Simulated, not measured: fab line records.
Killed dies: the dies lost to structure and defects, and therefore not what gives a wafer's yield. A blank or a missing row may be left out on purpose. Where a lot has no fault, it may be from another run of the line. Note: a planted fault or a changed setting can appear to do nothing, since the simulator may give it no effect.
What tool caused it? | flow n5_finfet | 6 lots, 16 wafers sampled, at 3 steps of a route of 1938

## WHAT THE GAUGES SHOWED, per wafer
N5_BEOL_M11_RS_MEAS_57: uses a four-point probe to measure.
lot  | measured     | on            | M11_RS (ohm/sq)
L189 | day 11 10:35 | film_metro-02 | 0.154 0.150 0.148
L192 | day 12 11:20 | film_metro-01 | 0.157 0.151 0.155
L195 | day 13 13:40 | film_metro-02 | 0.154 0.153 0.154
L198 | day 14 13:43 | film_metro-01 | 0.154 0.151 0.152
L204 | day 14 19:35 | film_metro-01 | 0.154 0.154
L205 | day 15 13:18 | film_metro-01 | 0.149 0.148

## WHAT TOOL EACH LOT RAN ON (gives the tool, then ch and the chambers of the sampled wafers, and finally the start)
lot  | N5_BEOL_M11_DEGAS_44         | N5_BEOL_M11_PRE_CLEAN_45
L189 | pvd_sputter-03, day 11 08:13 | pvd_sputter-03, day 11 08:15
L192 | pvd_sputter-01, day 12 09:12 | pvd_sputter-01, day 12 09:14
L195 | pvd_sputter-02, day 13 11:50 | pvd_sputter-02, day 13 11:53
L198 | pvd_sputter-03, day 14 12:07 | pvd_sputter-03, day 14 12:10
L204 | pvd_sputter-01, day 14 17:37 | pvd_sputter-01, day 14 17:39
L205 | pvd_sputter-03, day 15 11:29 | pvd_sputter-03, day 15 11:32
- N5_BEOL_M11_DEGAS_44: time 60 s.
- N5_BEOL_M11_PRE_CLEAN_45: time 30 s.

## THE ANSWER, worked out from the rows above alone
Rule: what is usual is taken from the lots themselves. Put in order of their means at a reading, lots are off if they are a third of the lots or fewer, leave a main group of 4 or more, and stand apart from it by a gap of 3 or more times the standard deviation of the main group's means; of several such gaps the widest counts. If all means in a main group match to the digits the tables above print for the reading, that group is not used. A lot without any number at a reading at which 4 lots or more have one is off too. The other lots that the step has rows for count as sound.
No lot is off on any of the readings shown, so nothing can be concluded from this.

## WHAT HAD BEEN PUT IN BY THE SIMULATOR
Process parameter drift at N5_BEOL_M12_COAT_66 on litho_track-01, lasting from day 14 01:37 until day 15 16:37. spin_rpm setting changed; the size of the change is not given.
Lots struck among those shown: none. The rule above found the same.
